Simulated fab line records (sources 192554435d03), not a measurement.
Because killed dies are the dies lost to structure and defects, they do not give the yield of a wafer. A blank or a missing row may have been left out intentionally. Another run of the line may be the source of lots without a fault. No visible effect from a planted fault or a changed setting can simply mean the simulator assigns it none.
fab line records + flow n5-finfet
[record]
- lots = 4
- wafers = 12
- last-day = 17
route steps=1938 shown BEOL_M8@1376 BEOL_M9@1401 PASSIVATION@1936
lots with no fault: from the same line, run without faults
start-h: hours from the record's opening day to when the first of the lot's shown wafers began + wait-h: hours since the lot's step before + " identical to the entry in the row above + L1.1+2: a row that stands for several wafers + - no value, or no start given + * or withheld: withheld + < > ~ a bound
route shown NAME@n: names a module that has steps shown in the file, with the first one's number in the route + usual: average and standard deviation across the fault-free wafers + same: alike in all rows + chamber/n: place in a boat + sites: the reading at each site + _std_site: how widely they spread, as a standard deviation + _edge_site: mean of outer sites minus mean of inner sites + radius-mm: for every site, how far away it sits from the centre of the wafer + mask NAME#n: copy n + behind: tool/chamber where the wafer was last shaped + hold: why the lot was held/for how many hours/how that ended + device: transistor that didn't switch, given as n, p or np + end of line: tests of these same wafers at the route's end + a step given without rows: its recipe and nothing more + killed: dies lost to structure and defects at the first sort, not the wafer's yield + map: dies across one wafer; x = killed, . = not, _ = none there
set.NAME: the setting as run; set.NAME@STEP: as run at that earlier step + model.NAME: the simulator's own value behind a step, which no gauge read
lots at some steps of the route; a table a step, a row a wafer
[[steps]]
[step N5_BEOL_M8_STRIP_36]
[recipe]
- chemistry = N2/H2
- power-w = 450
- temp-c = 40
- pressure-mtorr = 20
- rf-frequency-hz = 6e+07
- overash-fraction = 0.3
- bias-power-w = 7
- h2-frac = 0.5
- n2-flow-sccm = 200
- h2-flow-sccm = 200
[step N5_BEOL_M8_TRENCH_ETCH_37]
[recipe]
- chemistry = C4F6/O2
- target-depth-a = 934.78
- target = SiCOH_lowk
- time-s = 31.2
- ion-energy-ev = 250
- pressure-mtorr = 30
- source-w = 345
- bias-w = 185
- Ar_flow_sccm = 300
- C4F6_flow_sccm = 10
- O2_flow_sccm = 10
[step N5_BEOL_M8_ETCH_41]
[recipe]
- chemistry = CH3F/O2
- target = SiCN
- target-depth-a = 319
- taper-deg = 2
- time-s = 57.8
- ion-energy-ev = 120
- mask-material = TiN
- pressure-mtorr = 30
- source-w = 395
- bias-w = 75
- Ar_flow_sccm = 150
- CH3F_flow_sccm = 30
- O2_flow_sccm = 20
[step N5_BEOL_M8_STRIP_80]
[recipe]
- chemistry = N2/H2
- time-s = 10
- power-w = 450
- temp-c = 40
- pressure-mtorr = 20
- rf-frequency-hz = 6e+07
- bias-power-w = 7
- n2-flow-sccm = 200
- h2-flow-sccm = 200
[step N5_BEOL_M8_HM_STRIP_39]
[recipe]
- chemistry = peroxide-tin-strip
- material = TiN
- target-depth-a = 250
- temp-c = 50
- time-s = 158
[step N5_BEOL_M8_SRD_40]
[recipe]
- time-s = 30
- temp-c = 23
- rinse-liquid = diw
- dry = ipa-marangoni
[step N5_BEOL_M8_PRECLEAN_42]
[recipe]
- chemistry = residue-remover
- time-s = 60
- temp-c = 40
[step N5_BEOL_M8_SRD_43]
[recipe]
- time-s = 30
- temp-c = 23
- rinse-liquid = diw
- dry = ipa-marangoni
[step N5_BEOL_M8_CURE_75]
[recipe]
- temp-c = 370
- time-s = 120
- ambient = DMADMS/He
- material = SiCOH_lowk
[step N5_BEOL_M8_DEGAS_44]
[recipe]
- ambient = vacuum
- temp-c = 250
- time-s = 60
[step N5_BEOL_M8_PRE_CLEAN_45]
[recipe]
- gas = H2/He
- time-s = 30
- temp-c = 250
[usual]
- heater-power-w = 337/31
| lot.wafer | tool           | chamber | start-h | wait-h | heater-power-w |
|-----------|----------------|---------|---------|--------|----------------|
| L449.1    | pvd-sputter-02 | -       | 210.85  | 0.0    | 327            |
| L449.3    | "              | -       | "       | "      | 335            |
| L449.6    | "              | -       | "       | "      | 418            |
| L464.2    | pvd-sputter-02 | -       | 324.72  | 0.0    | 324            |
| L464.4    | "              | -       | "       | "      | 377            |
| L464.5    | "              | -       | "       | "      | 338            |
| L465.4    | pvd-sputter-02 | -       | 324.80  | 0.0    | 374            |
| L465.5    | "              | -       | "       | "      | 321            |
| L465.6    | "              | -       | "       | "      | 345            |
| L470.4    | pvd-sputter-03 | -       | 344.84  | 0.0    | 340            |
| L470.5    | "              | -       | "       | "      | 301            |
| L470.6    | "              | -       | "       | "      | 336            |
[step N5_BEOL_M8_ALD_77]
[recipe]
- material = TaN
- target-thk-a = 20
- temp-c = 275
- ald-precursor-family = PDMAT
- ald-co-reactant = NH3
- pressure-torr = 3
- carrier-flow-sccm = 1500
- pulse-time-s = 2
- purge-time-s = 3
- co-reactant-purge-time-s = 2
- co-reactant-pulse-time-s = 3
- ald-cycles = 40
- precursor-vessel-temp-c = 75
- precursor-vessel-pressure-torr = 26.25
- precursor-vessel-carrier-sccm = 1000
[step N5_BEOL_M8_SURFACE_TREAT_79]
[recipe]
- gas = Ar
- time-s = *
- ion-energy-ev = *
- ion-current-ma-cm2 = 0.5
- pressure-mtorr = *
- ar-flow-sccm = 30
[step N5_BEOL_M8_CVD_78]
[recipe]
- material = Co
- target-thk-a = 20
- temp-c = withheld
- precursor = CCTBA/H2
- pressure-torr = 30
- time-s = 142.3
[step N5_BEOL_M8_SPUTTER_48]
[recipe]
- material = Cu
- target-thk-a = 100
- temp-c = -20
- bias-v = 60
- power-w = 26000
- chamber-pressure-pa = 0.13
- time-s = 1.667
[step N5_BEOL_M8_ECD_50]
[recipe]
- material = Cu
- target-thk-a = 3000
[step N5_BEOL_M8_ANNEAL_51]
[recipe]
- temp-c = 225
- time-s = 90
- ambient = N2
[step N5_BEOL_M8_CMP_52]
[recipe]
- stop-on = SiCOH_lowk
- t-overpolish-s = 6.9
- down-force-psi = 1
- platen-rpm = 50
- clearing-platen-down-force-psi = 1.5
- clearing-platen-rpm = 50
- post-cmp-clean = cu-alkaline
- target-thk-nm = 80
- clearing-platen-pad-velocity-m-s = 0.99484
- pad-velocity-m-s = 0.99484
[step N5_BEOL_M8_PRE_CLEAN_55]
[recipe]
- gas = NH3
- time-s = 15
- temp-c = withheld
- rf-power-w = 300
[step N5_BEOL_M8_DEP_56]
[recipe]
- material = SiCN
- target-thk-a = 100
- temp-c = withheld
- precursor = 3MS/NH3
- pressure-torr = 3
- rf-w = 202
- time-s = 17.5
[step N5_BEOL_M9_ILD_DEP_00]
[recipe]
- material = SiCOH_lowk
- target-thk-a = 3085.1
- temp-c = 300
- precursor = DEMS/porogen
- pressure-torr = 5
- rf-w = 500
- time-s = 58
[step N5_BEOL_M9_CURE_71]
[recipe]
- temp-c = 385
- time-s = 240
- ambient = He/Ar
- material = SiCOH_lowk
[step N5_BEOL_M9_PECVD_70]
[recipe]
- material = SiO2
- target-thk-a = 200
- temp-c = 400
- precursor = TEOS/O2
- pressure-torr = 5.5
- rf-w = 450
- teos-flow-sccm = 53.8
- gas = O2
- flow-sccm = 3000
- time-s = 22.7
[step N5_BEOL_M9_HM_DEP_02]
[recipe]
- material = TiN
- target-thk-a = 200
- temp-c = 25
- chamber-pressure-pa = 0.49996
[step N5_BEOL_M9_COAT_59]
[recipe]
- resist = SOC
- temp-c = 250
- time-s = 60
- spin-rpm = 1500
- resist-thk-nm = 100
[step N5_BEOL_M9_COAT_60]
[recipe]
- resist = SiARC
- temp-c = 220
- time-s = 60
- spin-rpm = 1500
- resist-thk-nm = 30
[step N5_BEOL_M9_COAT_05]
[recipe]
- resist = CAR-ArF
- spin-rpm = 1500
- resist-thk-nm = 90
[step N5_BEOL_M9_EBR_07]
[recipe]
- solvent = PGMEA
- ebr-width-mm = 1.5
[step N5_BEOL_M9_SOFTBAKE_06]
[recipe]
- temp-c = 110
- time-s = 60
- resist = CAR-ArF
[step N5_BEOL_M9_EXPOSE_08]
[recipe]
- mask-id = M9
- na = 1.35
- source-shape = dipole
- sigma-inner = 0.411
- sigma-outer = 0.611
- polarization = te
- dose-mj = 53.75
[step N5_BEOL_M9_PEB_09]
[recipe]
- peb-temp-c = withheld
- peb-time-s = 60
- resist = CAR-ArF
[step N5_BEOL_M9_DEVELOP_10]
[recipe]
- develop-time-s = 30
- developer = TMAH
- resist = CAR-ArF
- rinse-liquid = diw
- dry = air-spin
- dev-temp-c = 23
[step N5_BEOL_M9_DESCUM_16]
[recipe]
- chemistry = O2
- time-s = 7.9
- source-power-w = 50
- bias-power-w = 20
- pressure-mtorr = 20
- rf-frequency-hz = 2.712e+07
- temp-c = 40
- resist = CAR-ArF
- o2-flow-sccm = 225
[step N5_PASSIVATION_PROBE_49]
[usual]
- defect-limited-yield = 91.5/1.4
- killed_at_M0_to_M3 = 32/9.8
- killed_at_M4_up = 13/5.3
- killed-at-contacts = 13/6.4
- killed-at-front-end = 39/10
- killed-at-other = 3.1/2.5
- killed-dies = 100/17
- killed-open = 65/13
- killed-short = 33/7.7
- sort_bin_5_function = 5.0/0.93
- sort_bin_6_memory = 3.2/0.69
- sort-n-pass = 1080/17
- sort-yield-pct = 91.5/1.4
[same]
- gross-dies = 1180
- killed-at-back-side = 0
- sort_bin_4_leakage[%] = 0
- sort_bin_8_speed[%] = 0
| lot.wafer | tool      | chamber | start-h | wait-h | defect-limited-yield[%] | killed_at_M0_to_M3 | killed_at_M4_up | killed-at-contacts | killed-at-front-end | killed-at-other | killed-dies | killed-open | killed-short | sort_bin_5_function[%] | sort_bin_6_memory[%] | sort-n-pass | sort-yield-pct[%] |
|-----------|-----------|---------|---------|--------|-------------------------|--------------------|-----------------|--------------------|---------------------|-----------------|-------------|-------------|--------------|------------------------|----------------------|-------------|-------------------|
| L465.6    | prober-02 | -       | 394.75  | 0.3    | 80.7                    | 46                 | 141             | 15                 | 25                  | 1               | 228         | 57          | 35           | 12.9                   | 3.9                  | 952         | 80.7              |
| L464.5    | prober-01 | -       | 399.15  | 0.2    | 82.8                    | 28                 | 144             | 8                  | 16                  | 7               | 203         | 46          | 28           | 10.6                   | 3.5                  | 977         | 82.8              |
// killed by level:class
L465.6 BEOL_M8:unspecified=135 MOL_CONTACT_COAG:geometric-particle:open=13 BEOL_M0_SAQP:geometric-particle:short=12 BEOL_M0_SAQP:geometric-particle:open=10 BEOL_M2:geometric-particle:open=7 BEOL_M3:geometric-particle:open=6 FIN_SAQP:geometric-particle:short=4 STI_FIN_REVEAL:geometric-particle:open=4
L464.5 BEOL_M8:unspecified=128 BEOL_M0_SAQP:geometric-particle:open=8 MOL_CONTACT_COAG:geometric-particle:open=7 BEOL_M4:geometric-particle:open=6 BEOL_M0_SAQP:geometric-particle:short=5 BEOL_M2:geometric-particle:open=5 GATE_CUT:geometric-particle:open=4 FIN_SAQP:geometric-particle:short=3
// map L464.5 (x killed, . not)
_________________.........x..________________
______________.......x.........._____________
___________........................__________
__________.........................._________
________...........x.........x........_______
_______.......x.x.......x..............______
______.....x............x..............._____
_____.....x....x.x.......................____
____..............................x.......___
___...............x...x....................__
___.......x.........x.....x................__
__.x...x.....x.....x......................x._
__........x.x......x........................_
_..................x..........x....x......xx.
_.........x............x......x..............
_......x...x...........x................x....
_...............x......x.....................
_...x............x...x........x....x.x.......
_......x....................x.......x..x.....
_.x.........................x...xxx......x...
_.........x.....x..........xxxxx.xxxx.xxx.x..
__.......................x...xxxxxxxxxxx...._
__..x.......x....x...........xxxxxxxxxxx..x._
___.......x...x.......x....xxxxxxxxxxxxxx..__
___.......x............x..xxxxxxxxxxxxxxxx.__
____.............x.....x...xxxxxxxxxxxx.x.___
_____...................x...xxxxxxxxxxxxx____
______....x..........x......xxxxxxxxxxxx_____
_______.....x.............x...xxxxxxx.x______
________.......xx............x..xxxxx._______
__________.x..x...............x....x_________
___________..x....................x__________
______________......x........x.._____________
_________________..x.........________________
// map L465.6 (x killed, . not)
_________________............________________
______________..........x.x....._____________
___________......x....xx...........__________
__________.xx.....x....x............_________
________......................xx.xx..._______
_______........x..x.....x.........x....______
______.............................x...._____
_____............................x.x.....____
____...........xx................x..x.....___
___..........x.............................__
___...........x.........x...........x......__
__...........x..............x....x.....x...._
__x..x......x.........x.x...x........x..x..._
_.....x...........x.........x...x............
_...x............x............x..............
_..............x.x...x.......................
_.....x.........xx........................x..
_.....x......x....x.............x............
_..................x.........xx.x.xx..x......
_...................x.x...xx..x.x.xxxx.x.....
_........x........x.......xxxxxxxxxxxx.......
__.x...........x........x.x...xxxxxxxxx.x..._
__.......x.x................xxxxxxxxxxx.xx.._
___......................x..xxxxxxxxxxxxx.x__
___..........x.............xxxxxxxxxxx.xxx.__
____....x......xx.........x.xxxxxxxxxxxxx.___
_____...................x.x.xxxxxxxxxxxxx____
______x.....x.............x.xxxxxxxxxxxx_____
_______.....................xxxxxxxxxx.______
________.............x...xx.xxx.xxxxxx_______
__________.x....................x.x._________
___________.x........x..x..........__________
______________......x.x.....x..._____________
_________________x...........________________
[[key]]
[first-sign]
- step = N5_PASSIVATION_PROBE_49
- reading = killed_at_M4_up
- direction = up
- sigmas = 25
- usual = 13
- struck = 142
[effect]
- step = N5_PASSIVATION_PROBE_49
- reading = defect-limited-yield
- direction = down
- sigmas = 7
- usual = 91.5
- struck = 81.7
[more-kills-born-at]
- N5_BEOL_M8_PRE_CLEAN_45@pvd-sputter-02 = 263
met-at N5_BEOL_M8_PRE_CLEAN_45
struck-wafers L464.5,L465.6
onset-between 210.85 324.72
[fault]
- kind = chamber-particle-source
- tool = pvd-sputter-02
- chamber = -
- onset-h = 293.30
- steps = N5_BEOL_M8_PRE_CLEAN_45
- rate-per-visit-cm2 = 1.2632
- end-h = 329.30
- scope = struck-wafers-only
